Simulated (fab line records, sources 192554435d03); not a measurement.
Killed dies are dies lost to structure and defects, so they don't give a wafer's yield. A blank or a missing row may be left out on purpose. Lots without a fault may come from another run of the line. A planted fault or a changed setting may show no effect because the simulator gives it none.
fab line records | flow n5_finfet
record lots=7 wafers=21
route steps=1938 shown BEOL_M11@1578 BEOL_M13@1661
start_h: hours from the record's first day to the start of the lot's first wafer shown | wait_h: hours since the lot's step before | " the same as in the row above | L1.1+2: a row that stands for several wafers | - no value, or no start given | * or withheld: withheld | < > ~ a bound
route shown NAME@n: a module of which the file shows steps, and the number in the route of the first | usual: mean/standard deviation of fault-free wafers | same: alike in all rows | chamber/n: place in a boat | sites: the reading at each site | _std_site: their standard deviation | _edge_site: outer sites' mean less inner sites' | radius_mm: how far each site lies from the wafer's centre | mask NAME#n: copy n | behind: the tool/chamber that last shaped the wafer | hold: why the lot was held/for how many hours/how that ended | device: the transistor (n, p or np) that didn't switch | end of line: the same wafers' tests at the end of the route | a step without rows: its recipe alone | killed: dies lost to structure and defects at the first sort, not the wafer's yield | map: a wafer's dies, x killed, . not, _ none there
set.NAME: the setting as run; set.NAME@STEP: as run at that earlier step | model.NAME: the simulator's own value behind a step, which no gauge read
lots whose settings were changed on purpose; a table a step, a row a wafer
## steps
# step N5_BEOL_M11_TRENCH_ETCH_37
# recipe chemistry=C4F6/O2 target_depth_a=1488.3 target=SiCOH_lowk time_s=48 ion_energy_ev=250 pressure_mtorr=30 source_w=345 bias_w=185 Ar_flow_sccm=300 C4F6_flow_sccm=10 O2_flow_sccm=10
# columns lot.wafer tool chamber start_h wait_h set.source_w model.etch.depth_nm model.BEOL_M11.feature_depth_nm
L077.1 rie_diel-03 3 - - 345 145.7 145.6
L077.4 " 3 " " 345 147.3 147.4
L077.5 " 0 " " 345 149.6 149.6
L081.1 rie_diel-05 0 - - 345 151.1 151
L081.2 " 3 " " 345 149 149
L081.3 " 3 " " 345 149.5 149.4
L083.1 rie_diel-02 3 - - 292.8 140.5 140.6
L083.3 " 1 " " 345 150.3 150.4
L083.4 " 2 " " 345 149.3 149.2
L085.1 rie_diel-02 2 - - 345 148.5 148.4
L085.3 " 1 " " 345 150.9 150.8
L085.4 " 0 " " 345 149 149
L096.1 rie_diel-05 0 - - 378.5 156.4 156.4
L096.2 " 1 " " 345 152.9 152.8
L096.5 " 1 " " 378.5 160.1 160.2
L095.1 rie_diel-05 0 - - 345 148.9 148.8
L095.5 " 3 " " 345 148.2 148.2
L095.6 " 2 " " 345 152.3 152.4
L097.3 rie_diel-03 1 - - 345 148.8 148.8
L097.5 " 2 " " 306 143.4 143.4
L097.6 " 1 " " 306 142 142
# step N5_BEOL_M11_ETCH_41
# recipe chemistry=CH3F/O2 target=SiCN target_depth_a=426 taper_deg=2 time_s=86 ion_energy_ev=120 mask_material=TiN pressure_mtorr=30 source_w=395 bias_w=75 Ar_flow_sccm=150 CH3F_flow_sccm=30 O2_flow_sccm=20
# step N5_BEOL_M11_STRIP_77
# recipe chemistry=N2/H2 time_s=10 power_w=450 temp_c=40 pressure_mtorr=20 rf_frequency_hz=6e+07 bias_power_w=7 n2_flow_sccm=200 h2_flow_sccm=200
# step N5_BEOL_M11_OCD_MEAS_38
# usual trench_depth_nm=149.3/2.1
# columns lot.wafer tool chamber start_h wait_h set.source_w@BEOL_M11_TRENCH_ETCH_37 trench_depth_nm
L077.1 ocd-02 - 238.91 - 345 145.5
L077.4 " - " " 345 148.0
L077.5 " - " " 345 150.1
L081.1 ocd-01 - 271.35 - 345 151.6
L081.2 " - " " 345 149.0
L081.3 " - " " 345 149.3
L083.1 ocd-01 - 283.31 - 292.8 140.1
L083.3 " - " " 345 150.8
L083.4 " - " " 345 148.9
L085.1 ocd-02 - 294.93 - 345 148.3
L085.3 " - " " 345 150.7
L085.4 " - " " 345 148.8
L096.1 ocd-01 - 359.80 - 378.5 156.2
L096.2 " - " " 345 153.1
L096.5 " - " " 378.5 160.1
L095.1 ocd-02 - 368.53 - 345 148.5
L095.5 " - " " 345 148.4
L095.6 " - " " 345 152.6
L097.3 ocd-01 - 369.21 - 345 148.7
L097.5 " - " " 306 143.2
L097.6 " - " " 306 141.9
# step N5_BEOL_M11_ALD_74
# recipe material=TaN target_thk_a=20 temp_c=275 ald_precursor_family=PDMAT ald_co_reactant=NH3 pressure_torr=3 carrier_flow_sccm=1500 pulse_time_s=2 purge_time_s=3 co_reactant_purge_time_s=2 co_reactant_pulse_time_s=3 ald_cycles=40 precursor_vessel_temp_c=75 precursor_vessel_pressure_torr=26.25 precursor_vessel_carrier_sccm=1000
# columns lot.wafer tool chamber start_h wait_h set.ald_cycles
L077.1+4+5 ald_metal-01 1,2,3 240.04 0.0 40
L081.1 ald_metal-02 2 272.98 0.1 40
L081.2+3 " 1,0 " " 46
L083.1+4 ald_metal-03 3,0 284.01 0.0 40
L083.3 " 2 " " 35
L085.1 ald_metal-02 0 295.79 0.0 40
L085.3+4 " 3,0 " " 44
L096.1+2+5 ald_metal-03 2,1,0 360.63 0.0 40
L095.1 ald_metal-02 2 369.71 0.0 40
L095.5+6 " 1,2 " " 42
L097.3+6 ald_metal-03 0,1 369.91 0.1 37
L097.5 " 0 " " 40
# step N5_BEOL_M11_SURFACE_TREAT_76
# recipe gas=Ar time_s=* ion_energy_ev=* ion_current_ma_cm2=0.5 pressure_mtorr=* ar_flow_sccm=30
# step N5_BEOL_M11_CVD_75
# recipe material=Co target_thk_a=20 temp_c=withheld precursor=CCTBA/H2 pressure_torr=30 time_s=138.9
# step N5_BEOL_M11_ECD_50
# recipe material=Cu target_thk_a=3180
# step N5_BEOL_M11_ANNEAL_51
# recipe temp_c=225 time_s=90 ambient=N2
# step N5_BEOL_M11_CMP_52
# recipe stop_on=SiCOH_lowk t_overpolish_s=7 down_force_psi=1 platen_rpm=50 clearing_platen_down_force_psi=1.5 clearing_platen_rpm=50 post_cmp_clean=cu_alkaline target_thk_nm=140 clearing_platen_pad_velocity_m_s=0.99484 pad_velocity_m_s=0.99484
# columns lot.wafer tool chamber start_h wait_h set.source_w@BEOL_M11_TRENCH_ETCH_37 model.Cu_of_BEOL_M11_ECD_50.thk_nm
L077.4 cmp-02 1 241.21 0.2 345 139.6
L077.1 " 2 " " 345 138.2
L077.5 " 1 " " 345 141
L081.3 cmp-03 1 274.00 0.2 345 140
L081.1 " 2 " " 345 143.6
L081.2 " 3 " " 345 140.2
L083.1 cmp-01 1 285.34 0.3 292.8 130.6
L083.4 " 2 " " 345 139.8
L083.3 " 3 " " 345 141
L085.1 cmp-01 0 297.80 0.3 345 140.8
L085.3 " 1 " " 345 141.2
L085.4 " 2 " " 345 141
L096.1 cmp-03 3 361.71 0.3 378.5 146
L096.2 " 0 " " 345 143.6
L096.5 " 2 " " 378.5 151.2
L095.1 cmp-03 2 370.96 0.3 345 141.2
L095.6 " 1 " " 345 141.8
L095.5 " 2 " " 345 140
L097.3 cmp-02 0 371.20 0.2 345 141
L097.5 " 3 " " 306 134.2
L097.6 " 0 " " 306 133.6
# step N5_BEOL_M11_THK_MEAS_53
# recipe thk_meas_gauge=xrf reads=Cu_of_BEOL_M11_ECD_50
# usual M11_THK=143.9/2.2
# columns lot.wafer tool chamber start_h wait_h set.source_w@BEOL_M11_TRENCH_ETCH_37 M11_THK[nm]
L077.1 film_metro-01 - 241.47 - 345 141.5
L077.4 " - " " 345 142.4
L077.5 " - " " 345 144.7
L081.1 film_metro-02 - 274.29 - 345 146.4
L081.2 " - " " 345 143.5
L081.3 " - " " 345 143.0
L083.1 film_metro-01 - 285.60 - 292.8 134.9
L083.3 " - " " 345 145.9
L083.4 " - " " 345 143.7
L085.1 film_metro-01 - 298.10 - 345 144.0
L085.3 " - " " 345 145.0
L085.4 " - " " 345 144.8
L096.1 film_metro-01 - 361.97 - 378.5 147.6
L096.2 " - " " 345 145.3
L096.5 " - " " 378.5 152.7
L095.1 film_metro-02 - 371.22 - 345 144.5
L095.5 " - " " 345 143.0
L095.6 " - " " 345 144.7
L097.3 film_metro-02 - 371.45 - 345 144.2
L097.5 " - " " 306 137.3
L097.6 " - " " 306 136.2
# step N5_BEOL_M11_PRE_CLEAN_55
# recipe gas=NH3 time_s=15 temp_c=withheld rf_power_w=300
# step N5_BEOL_M11_DEP_56
# recipe material=SiCN target_thk_a=300 temp_c=withheld precursor=3MS/NH3 pressure_torr=3 rf_w=675 time_s=10.5
# step N5_BEOL_M11_RS_MEAS_57
# recipe thk_meas_gauge=four-point-probe reads=Cu_of_BEOL_M11_ECD_50+Co_of_BEOL_M11_CVD_75+TaN_of_BEOL_M11_ALD_74
# usual M11_RS=0.1502/0.0025
# columns lot.wafer tool chamber start_h wait_h set.source_w@BEOL_M11_TRENCH_ETCH_37 M11_RS[ohm/sq]
L077.1 film_metro-02 - 241.60 0.0 345 0.1531
L077.4 " - " " 345 0.1512
L077.5 " - " " 345 0.1494
L081.1 film_metro-02 - 274.42 0.0 345 0.1463
L081.2 " - " " 345 0.1507
L081.3 " - " " 345 0.1510
L083.1 film_metro-01 - 285.72 0.0 292.8 0.1631
L083.3 " - " " 345 0.1502
L083.4 " - " " 345 0.1516
L085.1 film_metro-01 - 298.22 0.0 345 0.1504
L085.3 " - " " 345 0.1498
L085.4 " - " " 345 0.1499
L096.1 film_metro-02 - 362.09 0.0 378.5 0.1440
L096.2 " - " " 345 0.1464
L096.5 " - " " 378.5 0.1386
L095.1 film_metro-01 - 371.35 0.0 345 0.1498
L095.5 " - " " 345 0.1513
L095.6 " - " " 345 0.1490
L097.3 film_metro-01 - 371.66 0.0 345 0.1499
L097.5 " - " " 306 0.1584
L097.6 " - " " 306 0.1593
# step N5_BEOL_M13_COAT_58
# recipe resist=BARC temp_c=205 time_s=60 spin_rpm=1500 resist_thk_nm=89
# columns lot.wafer tool chamber start_h wait_h set.spin_rpm model.BARC_of_BEOL_M13_COAT_58.thk_nm
L077.1+5 litho_track-04 0 250.22 0.0 1500 89.2
L077.4 " 0 " " 1500 89.4
L081.1+2 litho_track-02 0 281.14 0.0 1500 89
L081.3 " 0 " " 1500 89.2
L083.1 litho_track-03 0 291.47 0.0 1444 91.2
L083.3 " 0 " " 1500 89
L083.4 " 0 " " 1500 89.2
L085.1 litho_track-03 0 305.86 0.0 1500 88.6
L085.3 " 0 " " 1500 88.8
L085.4 " 0 " " 1500 89
L096.1 litho_track-04 0 367.59 0.0 1500 89
L096.2 " 0 " " 1608 86
L096.5 " 0 " " 1500 89.4
L095.1 litho_track-02 0 379.48 0.0 1500 89.2
L095.5+6 " 0 " " 1500 89
L097.3 litho_track-04 0 380.36 0.0 1500 89.2
L097.5+6 " 0 " " 1500 89.4
# step N5_BEOL_M13_COAT_04
# recipe spin_rpm=1625 resist_thk_nm=400
# columns lot.wafer tool chamber start_h wait_h set.spin_rpm model.coat_of_BEOL_M13_COAT_04.thk_nm
L077.1 litho_track-04 0 - - 1625 400
L077.4 " 0 " " 1625 399.4
L077.5 " 0 " " 1625 401
L081.1 litho_track-02 0 - - 1625 400.2
L081.2 " 0 " " 1625 399.6
L081.3 " 0 " " 1671 395.2
L083.1+3 litho_track-03 0 - - 1625 399.8
L083.4 " 0 " " 1625 400
L085.1 litho_track-03 0 - - 1625 397.6
L085.3 " 0 " " 1805 378.8
L085.4 " 0 " " 1625 399.4
L096.1 litho_track-04 0 - - 1625 398.8
L096.2 " 0 " " 1625 401
L096.5 " 0 " " 1625 400
L095.1 litho_track-02 0 - - 1625 399
L095.5 " 0 " " 1717 388.2
L095.6 " 0 " " 1717 388.4
L097.3 litho_track-04 0 - - 1625 400.8
L097.5 " 0 " " 1625 399.8
L097.6 " 0 " " 1625 400.2
# step N5_BEOL_M13_EBR_06
# recipe solvent=PGMEA ebr_width_mm=1.5
# step N5_BEOL_M13_SOFTBAKE_05
# recipe temp_c=130 time_s=60
# step N5_BEOL_M13_DESCUM_15
# recipe chemistry=O2 time_s=7.9 source_power_w=50 bias_power_w=20 pressure_mtorr=20 rf_frequency_hz=2.712e+07 temp_c=40 o2_flow_sccm=225
# step N5_BEOL_M13_ETCH_59
# recipe chemistry=N2/H2 target=BARC target_depth_a=890 overetch_a=267 time_s=67.9 ion_energy_ev=200 pressure_mtorr=30 source_w=840 bias_w=150 n2_flow_sccm=200 h2_flow_sccm=200
# columns lot.wafer tool chamber start_h wait_h set.spin_rpm@BEOL_M13_COAT_58 set.spin_rpm@BEOL_M13_COAT_04 model.coat_of_BEOL_M13_COAT_04.thk_nm model.etch.depth_nm
L077.1 rie_diel-03 3 250.95 0.0 1500 1625 318.2 89.17
L077.4 " 3 " " 1500 1625 317.4 89.44
L077.5 " 1 " " 1500 1625 318 89.23
L081.1 rie_diel-03 0 281.54 0.0 1500 1625 317.8 89.03
L081.2 " 3 " " 1500 1625 317.8 89.07
L081.3 " 2 " " 1500 1671 312 89.2
L083.1 rie_diel-05 1 291.86 0.0 1444 1625 318.2 91.16
L083.3 " 0 " " 1500 1625 315.4 88.97
L083.4 " 3 " " 1500 1625 316.8 89.16
L085.1 rie_diel-03 0 306.68 0.0 1500 1625 315.6 88.69
L085.3 " 2 " " 1500 1805 295.4 88.84
L085.4 " 1 " " 1500 1625 316.4 89.07
L096.1 rie_diel-03 3 368.11 0.0 1500 1625 316.6 89.02
L096.2 " 2 " " 1608 1625 317.6 85.98
L096.5 " 1 " " 1500 1625 318.2 89.33
L095.1 rie_diel-05 0 379.88 0.0 1500 1625 316.2 89.13
L095.5 " 3 " " 1500 1717 305.8 89
L095.6 " 0 " " 1500 1717 305.6 88.94
L097.3 rie_diel-03 0 381.19 0.0 1500 1625 318.8 89.25
L097.5 " 0 " " 1500 1625 317.6 89.42
L097.6 " 3 " " 1500 1625 316.6 89.33
# step N5_BEOL_M13_VIA_ETCH_16
# recipe chemistry=C4F8/O2/Ar target=SiOC pressure_mtorr=30 source_w=3000 bias_w=700 Ar_flow_sccm=400 C4F8_flow_sccm=15 O2_flow_sccm=8 he_inner_torr=15 he_outer_torr=30 target_depth_a=9217 time_s=withheld ion_energy_ev=250 ends=cleared
# columns lot.wafer tool chamber start_h wait_h set.spin_rpm@BEOL_M13_COAT_04 model.coat_of_BEOL_M13_COAT_04.thk_nm
L077.1 rie_diel-03 3 251.00 0.0 1625 76.6
L077.4 " 3 " " 1625 72.4
L077.5 " 1 " " 1625 72
L081.1 rie_diel-03 0 281.59 0.0 1625 74.2
L081.2 " 3 " " 1625 72.2
L081.3 " 2 " " 1671 68.4
L083.1 rie_diel-05 1 291.91 0.0 1625 69.8
L083.3 " 0 " " 1625 65.6
L083.4 " 3 " " 1625 63.8
L085.1 rie_diel-03 0 306.73 0.0 1625 70.2
L085.3 " 2 " " 1805 49
L085.4 " 1 " " 1625 67
L096.1 rie_diel-03 3 368.16 0.0 1625 71.4
L096.2 " 2 " " 1625 76.2
L096.5 " 1 " " 1625 73.4
L095.1 rie_diel-05 0 379.93 0.0 1625 71.4
L095.5 " 3 " " 1717 56.6
L095.6 " 0 " " 1717 54.8
L097.3 rie_diel-03 0 381.24 0.0 1625 79.8
L097.5 " 0 " " 1625 69.4
L097.6 " 3 " " 1625 72
# step N5_BEOL_M13_STRIP_63
# recipe chemistry=N2/H2 power_w=1000 temp_c=250 h2_frac=0.65 overash_fraction=0.3 pressure_mtorr=1000 n2_flow_sccm=1750 h2_flow_sccm=3250
# usual strip_time_to_endpoint_s=28.1/0.92
# columns lot.wafer tool chamber start_h wait_h set.spin_rpm@BEOL_M13_COAT_04 strip_time_to_endpoint_s
L077.1 plasma_asher-02 1 251.24 - 1625 29.6
L077.4 " 1 " " 1625 28.4
L077.5 " 1 " " 1625 28.2
L081.1 plasma_asher-02 0 281.83 - 1625 28.9
L081.2 " 1 " " 1625 28.3
L081.3 " 1 " " 1671 27.2
L083.1 plasma_asher-01 1 292.15 - 1625 27.6
L083.3 " 0 " " 1625 26.4
L083.4 " 1 " " 1625 25.8
L085.1 plasma_asher-01 1 306.97 - 1625 27.7
L085.3 " 1 " " 1805 21.3
L085.4 " 0 " " 1625 26.8
L096.1 plasma_asher-01 1 368.40 - 1625 28.1
L096.2 " 0 " " 1625 29.5
L096.5 " 1 " " 1625 28.7
L095.1 plasma_asher-02 0 380.17 - 1625 28.1
L095.5 " 0 " " 1717 23.6
L095.6 " 1 " " 1717 23.1
L097.3 plasma_asher-01 0 381.51 - 1625 30.5
L097.5 " 0 " " 1625 27.5
L097.6 " 1 " " 1625 28.3
# step N5_BEOL_M13_STRIP_64
# recipe chemistry=N2/H2 power_w=1000 temp_c=250 h2_frac=0.65 overash_fraction=0.3 pressure_mtorr=withheld n2_flow_sccm=1750 h2_flow_sccm=3250
# usual strip_time_to_endpoint_s=31.36/0.066
# columns lot.wafer tool chamber start_h wait_h set.spin_rpm@BEOL_M13_COAT_58 strip_time_to_endpoint_s
L077.1 plasma_asher-02 1 251.30 0.0 1500 31.34
L077.4 " 1 " " 1500 31.42
L077.5 " 1 " " 1500 31.40
L081.1 plasma_asher-02 0 281.89 0.0 1500 31.32
L081.2 " 1 " " 1500 31.33
L081.3 " 1 " " 1500 31.37
L083.1 plasma_asher-01 1 292.21 0.0 1444 31.93
L083.3 " 0 " " 1500 31.31
L083.4 " 1 " " 1500 31.36
L085.1 plasma_asher-01 1 307.03 0.0 1500 31.21
L085.3 " 1 " " 1500 31.27
L085.4 " 0 " " 1500 31.33
L096.1 plasma_asher-01 1 368.46 0.0 1500 31.31
L096.2 " 0 " " 1608 30.43
L096.5 " 1 " " 1500 31.41
L095.1 plasma_asher-02 0 380.23 0.0 1500 31.34
L095.5 " 0 " " 1500 31.32
L095.6 " 1 " " 1500 31.30
L097.3 plasma_asher-01 0 381.57 0.0 1500 31.39
L097.5 " 0 " " 1500 31.45
L097.6 " 1 " " 1500 31.41
# step N5_BEOL_M13_COAT_22
# recipe spin_rpm=2888 resist_thk_nm=300
# columns lot.wafer tool chamber start_h wait_h set.spin_rpm model.coat_of_BEOL_M13_COAT_22.thk_nm
L077.1+5 litho_track-03 0 - - 2888 300.2
L077.4 " 0 " " 2888 299.6
L081.1 litho_track-02 0 - - 2888 301.4
L081.2 " 0 " " 2798 305.4
L081.3 " 0 " " 2888 301.2
L083.1 litho_track-03 0 - - 2888 300.6
L083.3 " 0 " " 2888 300.2
L083.4 " 0 " " 2888 300
L085.1 litho_track-04 0 - - 2888 301.4
L085.3 " 0 " " 2888 301.6
L085.4 " 0 " " 2888 301.8
L096.1 litho_track-02 0 - - 2972 294.6
L096.2 " 0 " " 2972 295
L096.5 " 0 " " 2972 295.6
L095.1+5 litho_track-02 0 - - 2888 299.4
L095.6 " 0 " " 2888 299
L097.3 litho_track-02 0 - - 2983 295
L097.5+6 " 0 " " 2888 299.4
# step N5_BEOL_M13_DESCUM_33
# recipe chemistry=O2 time_s=7.9 source_power_w=50 bias_power_w=20 pressure_mtorr=20 rf_frequency_hz=2.712e+07 temp_c=40 o2_flow_sccm=225
# columns lot.wafer tool chamber start_h wait_h set.time_s set.spin_rpm@BEOL_M13_COAT_22 model.coat_of_BEOL_M13_COAT_22.thk_nm
L077.1+5 rie_diel-03 3,0 252.52 0.7 7.9 2888 283
L077.4 " 1 " " 7.9 2888 282.4
L081.1 rie_diel-03 0 282.58 0.0 7.9 2888 284.2
L081.2 " 2 " " 9.502 2798 287.4
L081.3 " 3 " " 7.9 2888 284
L083.1 rie_diel-02 0 292.90 0.0 7.9 2888 283.4
L083.3 " 1 " " 7.108 2888 283.4
L083.4 " 1 " " 7.9 2888 283
L085.1+3 rie_diel-02 0,2 307.84 0.1 7.9 2888 284.4
L085.4 " 0 " " 7.9 2888 284.8
L096.1 rie_diel-03 2 369.17 0.2 7.9 2972 277.4
L096.2 " 0 " " 7.9 2972 277.8
L096.5 " 0 " " 6.215 2972 279.4
L095.1+5 rie_diel-02 3,0 380.82 0.0 7.9 2888 282.2
L095.6 " 1 " " 9.19 2888 281.4
L097.3 rie_diel-02 0 382.29 0.2 6.779 2983 278.6
L097.5 " 3 " " 6.779 2888 282.8
L097.6 " 0 " " 7.9 2888 282.4
# step N5_BEOL_M13_ETCH_67
# recipe chemistry=CF4 target=SiARC target_depth_a=1430 time_s=238.3 ion_energy_ev=80 pressure_mtorr=40 source_w=545 bias_w=36 Ar_flow_sccm=100 cf4_flow_sccm=100 ends=cleared
# columns lot.wafer tool chamber start_h wait_h set.spin_rpm@BEOL_M13_COAT_22 set.time_s@BEOL_M13_DESCUM_33 model.coat_of_BEOL_M13_COAT_22.thk_nm
L077.1 rie_diel-03 3 252.56 0.0 2888 7.9 211.6
L077.4 " 1 " " 2888 7.9 210.8
L077.5 " 0 " " 2888 7.9 211.4
L081.1 rie_diel-03 0 282.61 0.0 2888 7.9 212.6
L081.2 " 2 " " 2798 9.502 215.8
L081.3 " 3 " " 2888 7.9 212.4
L083.1 rie_diel-02 0 292.93 0.0 2888 7.9 211.6
L083.3 " 1 " " 2888 7.108 211.8
L083.4 " 1 " " 2888 7.9 211.2
L085.1+3 rie_diel-02 0,2 307.88 0.0 2888 7.9 213
L085.4 " 0 " " 2888 7.9 213.4
L096.1 rie_diel-03 2 369.21 0.0 2972 7.9 206
L096.2 " 0 " " 2972 7.9 206.6
L096.5 " 0 " " 2972 6.215 207.8
L095.1+5 rie_diel-02 3,0 380.85 0.0 2888 7.9 210.8
L095.6 " 1 " " 2888 9.19 209.8
L097.3 rie_diel-02 0 382.33 0.0 2983 6.779 207
L097.5 " 3 " " 2888 6.779 211.4
L097.6 " 0 " " 2888 7.9 210.8
## key
split step=N5_BEOL_M11_TRENCH_ETCH_37 setting=source_w stated=345 by=wafer
response step=N5_BEOL_M11_TRENCH_ETCH_37 reading=model.etch.depth_nm change=+0.579 per=1% r=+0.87
response step=N5_BEOL_M11_TRENCH_ETCH_37 reading=model.BEOL_M11.feature_depth_nm change=+0.58 per=1% r=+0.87
response step=N5_BEOL_M11_OCD_MEAS_38 reading=trench_depth_nm change=+0.59 per=1% r=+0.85
response step=N5_BEOL_M11_CMP_52 reading=model.Cu_of_BEOL_M11_ECD_50.thk_nm change=+0.614 per=1% r=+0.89
response step=N5_BEOL_M11_THK_MEAS_53 reading=M11_THK change=+0.623 per=1% r=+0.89
response step=N5_BEOL_M11_RS_MEAS_57 reading=M11_RS change=-0.000744 per=1% r=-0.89
split step=N5_BEOL_M11_ALD_74 setting=ald_cycles stated=40 by=wafer
response none clear
split step=N5_BEOL_M13_COAT_58 setting=spin_rpm stated=1500 by=wafer
response step=N5_BEOL_M13_COAT_58 reading=model.BARC_of_BEOL_M13_COAT_58.thk_nm change=-0.469 per=1% r=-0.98
response step=N5_BEOL_M13_ETCH_59 reading=model.etch.depth_nm change=-0.468 per=1% r=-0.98
response step=N5_BEOL_M13_STRIP_64 reading=strip_time_to_endpoint_s change=* per=1% r=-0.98
split step=N5_BEOL_M13_COAT_04 setting=spin_rpm stated=1625 by=wafer
response step=N5_BEOL_M13_COAT_04 reading=model.coat_of_BEOL_M13_COAT_04.thk_nm change=-1.79 per=1% r=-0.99
response step=N5_BEOL_M13_ETCH_59 reading=model.coat_of_BEOL_M13_COAT_04.thk_nm change=-1.87 per=1% r=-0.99
response step=N5_BEOL_M13_VIA_ETCH_16 reading=model.coat_of_BEOL_M13_COAT_04.thk_nm change=-1.96 per=1% r=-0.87
response step=N5_BEOL_M13_STRIP_63 reading=strip_time_to_endpoint_s change=* per=1% r=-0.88
split step=N5_BEOL_M13_COAT_22 setting=spin_rpm stated=2888 by=wafer
response step=N5_BEOL_M13_COAT_22 reading=model.coat_of_BEOL_M13_COAT_22.thk_nm change=-1.33 per=1% r=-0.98
response step=N5_BEOL_M13_DESCUM_33 reading=model.coat_of_BEOL_M13_COAT_22.thk_nm change=-1.14 per=1% r=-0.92
response step=N5_BEOL_M13_ETCH_67 reading=model.coat_of_BEOL_M13_COAT_22.thk_nm change=-1.16 per=1% r=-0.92
split step=N5_BEOL_M13_DESCUM_33 setting=time_s stated=7.9 by=wafer
response step=N5_BEOL_M13_DESCUM_33 reading=model.coat_of_BEOL_M13_COAT_22.thk_nm slope=-0.0572 per=1% together_with=spin_rpm@BEOL_M13_COAT_22 explained=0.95
response step=N5_BEOL_M13_ETCH_67 reading=model.coat_of_BEOL_M13_COAT_22.thk_nm slope=-0.0588 per=1% together_with=spin_rpm@BEOL_M13_COAT_22 explained=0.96
